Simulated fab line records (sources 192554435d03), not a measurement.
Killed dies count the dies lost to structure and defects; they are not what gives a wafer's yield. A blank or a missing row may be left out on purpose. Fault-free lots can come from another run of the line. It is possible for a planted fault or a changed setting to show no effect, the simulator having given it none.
Lot-split experiment | flow n5 finfet | 7 lots, 21 wafers read, on a route of 1938 steps

== ABOUT THE SPLIT ==
At N5_BEOL_M7_EXPOSE_08 (exposes mask M7), the setting dose mj was moved away from the recipe's 68.25 on 6 of the 21 wafers read, by -7.4% to +5.0%. This setting was run at the recipe's value on the other wafers.

== FROM THE SPLIT TO THE READING: what the file shows between them, 12 steps ==
- N5_BEOL_M7_PEB_09: peb time 60 s
- N5_BEOL_M7_DEVELOP_10: develop time 30 s
- N5_BEOL_M7_CD_MEAS_11: target cd 38.5 nm
- N5_BEOL_M7_DESCUM_16: chemistry O2, time 7.9 s
- N5_BEOL_M7_ETCH_61: etches SiARC in CF4, target depth 45.5 nm, time 75.8 s
- N5_BEOL_M7_ETCH_62: etches SOC in N2/H2, target depth 110 nm, overetch 22 nm, time 165 s
- N5_BEOL_M7_STRIP_19: strips in O2 (also split here: pressure mtorr)
- N5_BEOL_M7_CD_MEAS_18: pitch 80 nm, target cd 40 nm
- N5_BEOL_M7_COAT_63: time 60 s, resist thk 60 nm
- N5_BEOL_M7_COAT_64: time 60 s, resist thk 12 nm
- N5_BEOL_M7_PRECLEAN_42: cleans in residue remover, time 60 s
- N5_BEOL_M7_SRD_43: time 30 s

== THE READING ==
cd nm, in nm, at N5_BEOL_M7_CD_MEAS_35 (target cd 40 nm). Fault-free wafers of this fab line usually give 40.4 nm, standard deviation 0.69 nm.

wafer  | tool, chamber at the split | dose mj as run | against the recipe | cd nm, nm | against lot-mates on the recipe
L075.2 | arfi scanner-02, 0         | 68.25          | recipe             | 40.5      | -
L075.4 | arfi scanner-02, 0         | 66.47          | -2.6%              | 38.9      | -1.6
L075.6 | arfi scanner-02, 0         | 68.25          | recipe             | 40.6      | -
L078.2 | arfi scanner-01, 0         | 63.19          | -7.4%              | 35.9      | -3.7
L078.4 | arfi scanner-01, 0         | 63.19          | -7.4%              | 36.5      | -3.1
L078.6 | arfi scanner-01, 0         | 68.25          | recipe             | 39.6      | -
L080.3 | arfi scanner-01, 0         | 68.25          | recipe             | 39.9      | -
L080.4 | arfi scanner-01, 0         | 68.25          | recipe             | 40.6      | -
L080.6 | arfi scanner-01, 0         | 68.25          | recipe             | 40.2      | -
L076.3 | arfi scanner-01, 0         | 71.69          | +5.0%              | 44.4      | +3.3
L076.4 | arfi scanner-01, 0         | 68.25          | recipe             | 41.1      | -
L076.6 | arfi scanner-01, 0         | 71.69          | +5.0%              | 43.1      | +2.0
L090.2 | arfi scanner-01, 0         | 68.25          | recipe             | 40.2      | -
L090.3 | arfi scanner-01, 0         | 68.25          | recipe             | 39.9      | -
L090.6 | arfi scanner-01, 0         | 68.25          | recipe             | 40.5      | -
L091.2 | arfi scanner-02, 0         | 68.25          | recipe             | 39.7      | -
L091.3 | arfi scanner-02, 0         | 68.25          | recipe             | 40.1      | -
L091.5 | arfi scanner-02, 0         | 68.25          | recipe             | 40.2      | -
L088.2 | arfi scanner-01, 0         | 68.25          | recipe             | 40.7      | -
L088.5 | arfi scanner-01, 0         | 63.72          | -6.6%              | 37.9      | -2.3
L088.6 | arfi scanner-01, 0         | 68.25          | recipe             | 39.7      | -

THE FIT
A straight line over all 21 wafers: cd nm changes by +0.549 nm for each +1% of dose mj; r = +0.95; the points scatter about the line by 0.56 nm.
The same after taking each lot's own level away (the mean of its wafers on the recipe; 21 wafers): +0.46 nm for each +1%; r = +0.97; scatter 0.4 nm.
The reading moves by 3.4 nm for the largest change in dose mj, on that fit.
The span of the lots' own levels, 39.60 to 41.10 nm, comes to 2.2 times the standard deviation stated above.
So the slope is not independent of the lot-to-lot level: the two fits are not the same.
Check: with one of the wafers moved furthest among these (-7.4%) left out of the fit, the line predicts -3.24 nm for it against its lot-mates. It came out at -3.7 nm against them.

== OTHER SPLITS ON THESE WAFERS ==
Before the reading, these wafers also passed through other splits. Each is held against what the fit with the lots' levels taken away leaves over:
other split on the same wafers     | wafers away from the commonest value | r with cd nm (lot level and that fit taken away)
N5_BEOL_M7_STRIP_19 pressure mtorr | 9                                    | +0.16

== THE WHOLE CHAIN: every reading that the file lists as answering this split, in the file's order ==
step                  | what it does                                                         | reading                                                               | change (the file's fit)               | r (the file's)
N5_BEOL_M7_CD_MEAS_11 | target cd 38.5 nm                                                    | cd nm                                                                 | +0.48 nm for each +1% of the setting  | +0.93
N5_BEOL_M7_ETCH_61    | etches SiARC in CF4, target depth 45.5 nm, time 75.8 s               | BEOL_M7.cd offset nm (the simulator's own value, which no gauge read) | +0.453 nm for each +1% of the setting | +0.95
N5_BEOL_M7_ETCH_62    | etches SOC in N2/H2, target depth 110 nm, overetch 22 nm, time 165 s | BEOL_M7.cd offset nm (the simulator's own value, which no gauge read) | +0.426 nm for each +1% of the setting | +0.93
N5_BEOL_M7_CD_MEAS_18 | pitch 80 nm, target cd 40 nm                                         | cd nm                                                                 | +0.422 nm for each +1% of the setting | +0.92
N5_BEOL_M7_CD_MEAS_35 | target cd 40 nm                                                      | cd nm                                                                 | +0.445 nm for each +1% of the setting | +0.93

== THE FILE'S OWN FIT ==
cd nm changes by +0.445 nm for each +1% of dose mj, r = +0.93.
